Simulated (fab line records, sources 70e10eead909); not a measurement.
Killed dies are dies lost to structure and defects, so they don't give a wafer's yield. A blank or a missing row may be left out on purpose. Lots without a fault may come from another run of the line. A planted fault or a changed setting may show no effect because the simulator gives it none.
fab line records | flow nand_harc
record lots=6 wafers=18 last_day=32
route steps=1302 shown P_GATE@203
lots that met no fault: from a run of the same line without faults
start_h: hours from the record's first day to the start of the lot's first wafer shown | wait_h: hours since the lot's step before | " the same as in the row above | L1.1+2: a row that stands for several wafers | - no value, or no start given | * or withheld: withheld | < > ~ a bound
route shown NAME@n: a module of which the file shows steps, and the number in the route of the first | usual: mean/standard deviation of fault-free wafers | same: alike in all rows | chamber/n: place in a boat | sites: the reading at each site | _std_site: their standard deviation | _edge_site: outer sites' mean less inner sites' | radius_mm: how far each site lies from the wafer's centre | mask NAME#n: copy n | behind: the tool/chamber that last shaped the wafer | hold: why the lot was held/for how many hours/how that ended | device: the transistor (n, p or np) that didn't switch | end of line: the same wafers' tests at the end of the route | a step without rows: its recipe alone | killed: dies lost to structure and defects at the first sort, not the wafer's yield | map: a wafer's dies, x killed, . not, _ none there
set.NAME: the setting as run; set.NAME@STEP: as run at that earlier step | model.NAME: the simulator's own value behind a step, which no gauge read
lots at some steps of the route; a table a step, a row a wafer
services: from which hour (start_h, from the record's first day; less than 0 if before it) a tool's chamber was out of use, for how many hours, and why
## steps
# step NHARC_P_GATE_IMPLANT_94
# recipe energy_kev=60 dose_cm2=2e+15 tilt_deg=7
# step NHARC_P_GATE_STRIP_113
# recipe power_w=1500 temp_c=110 time_s=740 chemistry=N2/H2
# usual drypump_motor_current_A=6.1/0.61 heater_power_w=93/7.5
# columns lot.wafer tool chamber start_h wait_h drypump_motor_current_A heater_power_w rf_hours_counter_h
L250.1 plasma_asher-02 1 121.64 0.2 6.3 82 7
L250.3 " 1 " " 6.3 81 -
L250.4 " 0 " " 5.1 92 -
L253.1 plasma_asher-01 1 152.43 0.3 6.4 105 31
L253.6 " 0 " " 6.6 102 -
L253.5 " 1 " " 6.4 106 -
L258.1 plasma_asher-02 1 198.87 0.2 6.3 83 24
L258.4 " 1 " " 6.3 83 -
L258.5 " 0 " " 5.1 94 -
L257.3 plasma_asher-01 0 199.72 0.4 6.7 98 -
L257.6 " 0 " " 6.6 95 -
L257.5 " 1 " " 6.4 102 -
L260.2 plasma_asher-02 1 228.41 0.3 6.3 82 29
L260.4 " 0 " " 5.1 94 -
L260.5 " 1 " " 6.3 83 -
L269.2 plasma_asher-02 0 315.55 0.3 5.1 95 11
L269.3 " 1 " " 6.3 81 -
L269.5 " 1 " " 6.3 83 -
# step NHARC_P_GATE_STRIP_95
# recipe power_w=1500 temp_c=250 chemistry=O2
# usual drypump_motor_current_A=6.1/0.61 heater_power_w=349/28
# columns lot.wafer tool chamber start_h wait_h drypump_motor_current_A heater_power_w rf_hours_counter_h
L250.1 plasma_asher-02 1 122.35 0.6 6.3 308 8
L250.3 " 1 " " 6.3 312 -
L250.4 " 0 " " 5.1 348 -
L253.1 plasma_asher-01 1 153.04 0.5 6.4 388 32
L253.6 " 0 " " 6.7 373 -
L253.5 " 1 " " 6.4 389 -
L258.1 plasma_asher-02 1 199.58 0.6 6.3 310 25
L258.4 " 1 " " 6.3 303 -
L258.5 " 0 " " 5.1 349 -
L257.3 plasma_asher-01 0 200.21 0.4 6.7 347 -
L257.6 " 0 " " 6.7 358 -
L257.5 " 1 " " 6.4 383 -
L260.2 plasma_asher-02 1 229.02 0.5 6.3 312 30
L260.4 " 0 " " 5.1 356 -
L260.5 " 1 " " 6.3 314 -
L269.2 plasma_asher-02 0 316.15 0.5 5.1 351 12
L269.3 " 1 " " 6.3 310 -
L269.5 " 1 " " 6.3 310 -
# step NHARC_P_GATE_STRIP_96
# recipe time_s=900 temp_c=130 chemistry=SPM
# step NHARC_P_GATE_RTA_64
# recipe temp_c=1050 time_s=1
# usual anneal_temp_c_max=1055.3/0.89 lamp_power_pct=35/5.7 lamp_zone_3_pct=35/5.7 lamp_zone_6_pct=35/5.7 wafer_temp_C_max=1055.6/1.1
# columns lot.wafer tool chamber start_h wait_h anneal_temp_c_max lamp_power_pct lamp_zone_3_pct lamp_zone_6_pct wafer_temp_C_max
L250.1 rtp_anneal-02 0 122.93 - 1055.5 42 42 42 1057.5
L250.3 " 0 " " 1055.5 42 42 42 1057.2
L250.4 " 0 " " 1055.2 42 42 42 1057.3
L253.1 rtp_anneal-02 0 153.59 - 1055.6 42 42 42 1054.6
L253.5 " 0 " " 1055.8 42 42 42 1055.8
L253.6 " 0 " " 1054.5 42 42 42 1055.9
L258.1 rtp_anneal-02 0 200.15 - 1055.8 42 42 42 1055.8
L258.4 " 0 " " 1055.4 42 42 42 1057.0
L258.5 " 0 " " 1054.5 42 42 42 1053.8
L257.3 rtp_anneal-01 0 200.81 - 1055.6 30 30 30 1055.5
L257.5 " 0 " " 1056.5 30 30 30 1053.8
L257.6 " 0 " " 1054.5 30 30 30 1054.1
L260.2 rtp_anneal-01 0 229.60 - 1056.4 30 30 30 1054.9
L260.4 " 0 " " 1054.7 30 30 30 1053.0
L260.5 " 0 " " 1055.3 30 30 30 1055.0
L269.2 rtp_anneal-01 0 316.73 - 1055.9 30 30 30 1056.0
L269.3 " 0 " " 1055.4 30 30 30 1055.9
L269.5 " 0 " " 1054.5 30 30 30 1056.7
# step NHARC_P_GATE_ETCH_77
# recipe target_depth_a=60 chemistry=dHF material=SiO2
# step NHARC_P_GATE_DEGAS_109
# recipe temp_c=300 time_s=60
# usual heater_power_w=479/52
# columns lot.wafer tool chamber start_h wait_h heater_power_w
L250.1 pvd_sputter-01 - 123.24 0.1 411
L250.3 " - " " 394
L250.4 " - " " 503
L253.1 pvd_sputter-02 - 153.91 0.1 457
L253.5 " - " " 576
L253.6 " - " " 438
L258.4 pvd_sputter-02 - 200.45 0.1 456
L258.1 " - " " 575
L258.5 " - " " 579
L257.3 pvd_sputter-02 - 201.05 0.1 587
L257.5 " - " " 576
L257.6 " - " " 437
L260.2 pvd_sputter-03 - 229.89 0.1 445
L260.4 " - " " 477
L260.5 " - " " 538
L269.2 pvd_sputter-01 - 317.00 0.1 468
L269.3 " - " " 401
L269.5 " - " " 420
# step NHARC_P_GATE_PRE_CLEAN_110
# recipe time_s=30 bias_v=200 gas=Ar
# step NHARC_P_GATE_SPUTTER_78
# recipe target_thk_a=100 material=Ni
# step NHARC_P_GATE_SPUTTER_79
# recipe target_thk_a=100 material=TiN
# step NHARC_P_GATE_RTA_80
# recipe temp_c=300 time_s=30
# usual anneal_temp_c_max=301.6/0.3 wafer_temp_C_max=301.6/0.33
# same time_s=30
# columns lot.wafer tool chamber start_h wait_h anneal_temp_c_max wafer_temp_C_max
L250.1 rtp_anneal-02 0 123.53 - 301.8 301.5
L250.3 " 0 " " 302.3 301.8
L250.4 " 0 " " 301.5 302.2
L253.1 rtp_anneal-01 0 154.19 - 301.5 301.3
L253.5 " 0 " " 301.3 302.2
L253.6 " 0 " " 301.3 301.4
L258.1 rtp_anneal-02 0 200.75 - 301.4 301.8
L258.4 " 0 " " 301.7 301.4
L258.5 " 0 " " 301.6 302.1
L257.3 rtp_anneal-01 0 201.41 - 301.3 301.5
L257.5 " 0 " " 301.0 301.2
L257.6 " 0 " " 301.3 301.6
L260.2 rtp_anneal-01 0 230.21 - 301.5 301.7
L260.4 " 0 " " 301.3 302.0
L260.5 " 0 " " 302.2 301.6
L269.2 rtp_anneal-01 0 317.33 - 301.3 301.5
L269.3 " 0 " " 301.5 301.3
L269.5 " 0 " " 301.8 301.1
# step NHARC_P_GATE_STRIP_67
# recipe time_s=600 temp_c=130 chemistry=SPM
# step NHARC_P_GATE_RTA_82
# recipe temp_c=450 time_s=30
# usual anneal_temp_c_max=452.3/0.47 lamp_power_pct=4.4/0.65 lamp_zone_3_pct=4.4/0.65 lamp_zone_6_pct=4.4/0.65 wafer_temp_C_max=452.3/0.53
# columns lot.wafer tool chamber start_h wait_h anneal_temp_c_max lamp_power_pct lamp_zone_3_pct lamp_zone_6_pct wafer_temp_C_max
L250.1 rtp_anneal-01 0 123.99 - 451.7 3.6 3.6 3.5 452.1
L250.3 " 0 " " 451.9 3.6 3.6 3.5 452.1
L250.4 " 0 " " 451.9 3.6 3.6 3.5 452.4
L253.1 rtp_anneal-02 0 154.65 - 452.2 4.9 4.9 4.9 452.6
L253.5 " 0 " " 452.5 4.9 4.9 4.9 452.6
L253.6 " 0 " " 453.1 4.9 4.9 4.9 453.0
L258.1 rtp_anneal-02 - 201.21 - - - - - -
L258.4 " - " " - - - - -
L258.5 " - " " - - - - -
L257.3 rtp_anneal-01 - 201.86 - - - - - -
L257.5 " - " " - - - - -
L257.6 " - " " - - - - -
L260.2 rtp_anneal-02 0 230.67 - 452.3 4.9 4.9 4.9 453.2
L260.4 " 0 " " 452.2 4.9 4.9 4.9 452.1
L260.5 " 0 " " 452.5 4.9 4.9 4.9 452.2
L269.2 rtp_anneal-02 0 317.83 - 453.5 4.9 4.9 4.9 451.5
L269.3 " 0 " " 453.1 4.9 4.9 4.9 452.0
L269.5 " 0 " " 452.6 4.9 4.9 4.9 452.2
# step NHARC_P_GATE_INSPECT_68
# usual raw_defect_count=193/80
# columns lot.wafer tool chamber start_h wait_h raw_defect_count
L250.1 defect_inspect-01 - 124.19 0.2 71
L250.3 " - " " 103
L250.4 " - " " 147
L253.1 defect_inspect-02 - 154.84 0.2 269
L253.5 " - " " 135
L253.6 " - " " 148
L258.1 defect_inspect-02 - 201.41 0.2 120
L258.4 " - " " 188
L258.5 " - " " 210
L257.3 defect_inspect-01 - 202.01 0.1 203
L257.5 " - " " 256
L257.6 " - " " 244
L260.2 defect_inspect-02 - 230.84 0.1 72
L260.4 " - " " 159
L260.5 " - " " 126
L269.2 defect_inspect-02 - 318.00 0.1 222
L269.3 " - " " 209
L269.5 " - " " 223
## services
# columns tool chamber start_h hours kind
pvd_sputter-02 - 104.00 10.0 pm
pvd_sputter-03 - 120.28 3.3 repair
plasma_asher-01 - 165.03 9.0 pm
plasma_asher-01 0 165.03 9.0 vent_cycle
plasma_asher-01 1 165.03 9.0 vent_cycle
plasma_asher-02 - 173.99 0.4 repair
plasma_asher-01 0 174.03 - clean
plasma_asher-01 1 174.03 - clean
pvd_sputter-02 - 217.93 5.0 repair
pvd_sputter-01 - 220.10 9.8 repair
pvd_sputter-01 - 229.91 10.0 pm
plasma_asher-02 - 231.04 4.6 repair
plasma_asher-02 - 249.00 9.0 pm
plasma_asher-02 0 249.00 9.0 vent_cycle
plasma_asher-02 1 249.00 9.0 vent_cycle
plasma_asher-02 0 258.00 - clean
plasma_asher-02 1 258.00 - clean
plasma_asher-02 - 260.61 2.0 repair
pvd_sputter-03 - 281.20 0.9 repair
pvd_sputter-02 - 283.67 10.0 pm
## key
first_sign step=NHARC_P_GATE_RTA_82 reading=tool_record direction=missing
effect none on later readings
met_at NHARC_P_GATE_RTA_82
struck_wafers L257.3,L257.5,L257.6,L258.1,L258.4,L258.5
later_rows_left_out L257.3,L257.5,L257.6,L258.1,L258.4,L258.5
sort_left_out L257.3,L257.5,L257.6,L258.1,L258.4,L258.5
tester_left_out L257,L258
onset_between 154.65 201.21
fault kind=skipped_step_whole tool=rtp_anneal-01,rtp_anneal-02 chamber=- onset_h=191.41 steps=NHARC_P_GATE_RTA_82 scope=struck_lots_only
# tester_left_out: of these lots the tester's yield and bins aren't shown, on N5 and GAA mostly nor the transistor test; their killed dies are dies lost to structure and defects alone, not to doping, threshold or leakage, so they don't give the yield
# sort_left_out: the simulated sort isn't trusted on such a fault, so these wafers' sort isn't shown, and their yield isn't known
# later_rows_left_out: the simulator's readings of these wafers behind a module that went badly wrong aren't trusted and aren't shown, but for the sort
